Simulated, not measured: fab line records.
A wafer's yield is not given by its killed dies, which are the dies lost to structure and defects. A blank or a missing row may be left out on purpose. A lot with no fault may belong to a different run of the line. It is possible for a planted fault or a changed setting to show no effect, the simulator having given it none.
Matching of chambers    flow n5Finfet    N5_MOL_CONTACT_COAG_VIA_ETCH_117 on rieDiel-04 has 4 sister chambers
The step etches SiO2 in C4F6/O2, target depth 40 nm, overetch 8 nm, time 26 s. 4 wafers are shown with their chamber, then 10 later ones without.

## WAFERS, EACH WITH ITS CHAMBER
wafer   chamber  drypumpMotorCurrentA (A)
L086.2  2        5.40
L086.4  0        5.54
L089.2  3        5.23
L089.4  1        5.93

## WAFERS WITH NO CHAMBER GIVEN
wafer   drypumpMotorCurrentA (A)
L089.5  5.52
L090.1  5.90
L090.2  5.23
L090.4  5.93
L091.2  5.92
L091.4  5.53
L091.5  5.92
L092.1  5.58
L092.2  5.41
L092.3  5.22

## CHAMBER TAKEN BY EACH
wafer   from the rows above  in truth
L089.5  0                    0
L090.1  1                    1
L090.2  3                    3
L090.4  1                    1
L091.2  1                    1
L091.4  0                    0
L091.5  1                    1
L092.1  0                    0
L092.2  2                    2
L092.3  3                    3
Correct placement for 10 of the 10. From these rows, 0 cannot be placed. Placed wrongly: 0.
How it was worked out, from the rows above alone: a wafer's distance from a chamber is the root of the sum, over the readings, of the square of ((its reading less the chamber's mean) divided by the reading's scatter). If the next closest chamber is less than 2 further off than the closest, the wafer can't be placed; otherwise it belongs to the closest. For every chamber, the mean is computed from those of its wafers that are shown. The scatter: with one shown wafer a chamber, the root of the mean of the squares of how far each hidden wafer lies from its nearest shown one.
